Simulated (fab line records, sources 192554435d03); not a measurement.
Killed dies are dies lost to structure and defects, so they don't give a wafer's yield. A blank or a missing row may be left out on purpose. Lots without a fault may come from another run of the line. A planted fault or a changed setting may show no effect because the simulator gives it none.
One fault seen from 2 desks | flow n5_finfet | each desk has only its own numbers; what lay behind them comes last

THE TOOL OWNER'S DESK: krf_scanner-02
The tool's own readings at N5_PASSIVATION_EXPOSE_27 (exposes mask PAD, defocus 0 nm): means of the sampled wafers that have a number, for each lot that ran on this tool. A lot is out of limits, marked OUT, if its mean lies more than 4 standard deviations from the usual mean; the brackets give that distance.
Columns: A = exposure_dose_mJ_cm2 at N5_PASSIVATION_EXPOSE_27, usual 32.29
lot  | first seen here | A
L682 | day 12 18:35    | 32.26
L683 | day 12 22:07    | 32.27
L684 | day 12 23:13    | 32.29
L686 | day 13 11:37    | 32.29
L688 | day 14 01:25    | 32.29
L696 | day 16 17:28    | 32.87 (+19) OUT
L697 | day 17 04:56    | 32.87 (+19) OUT
This desk's finding: out of limits on L696, L697; first on L696, day 16 17:28 (exposure_dose_mJ_cm2 at N5_PASSIVATION_EXPOSE_27). In limits: L682, L683, L684, L686, L688.

THE METROLOGY DESK
What the gauges read, lot by lot, whatever tool the lot ran on: means of the sampled wafers that have a number. A lot is out of limits, marked OUT, if its mean lies more than 4 standard deviations from the usual mean; the brackets give that distance.
Columns: A = TV_OVL at N5_PASSIVATION_OVL_MEAS_60, usual -2 nm
lot  | first seen here | A
L681 | day 12 04:42    | 2
L680 | day 12 07:52    | -3
L682 | day 12 16:30    | -7
L683 | day 12 20:32    | -3
L684 | day 12 21:38    | 1
L685 | day 13 09:56    | 7
L686 | day 13 10:06    | 1
L688 | day 13 22:53    | 5
L696 | day 16 15:56    | 3
L697 | day 17 03:32    | 2
L702 | day 18 12:52    | -6
This desk's finding: nothing out of limits on any of the 11 lots.

PUT TOGETHER
The tool owner's desk could have raised an alarm at day 16 17:28, on L696, L697.
The metrology desk saw nothing out of limits.
The metrology desk has L696, L697 on record, within its limits.
Of the lots named, all ran N5_PASSIVATION_EXPOSE_27 on krf_scanner-02.

WHAT THE SIMULATOR HAD PUT IN
Process parameter drift: krf_scanner-02, from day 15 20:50 on, at N5_PASSIVATION_EXPOSE_27. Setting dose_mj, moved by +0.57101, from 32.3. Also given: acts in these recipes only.
Lots struck among those shown: L696, L697.
Hours from the fault's start to each desk's first reading out of limits: the tool owner's desk, 21.
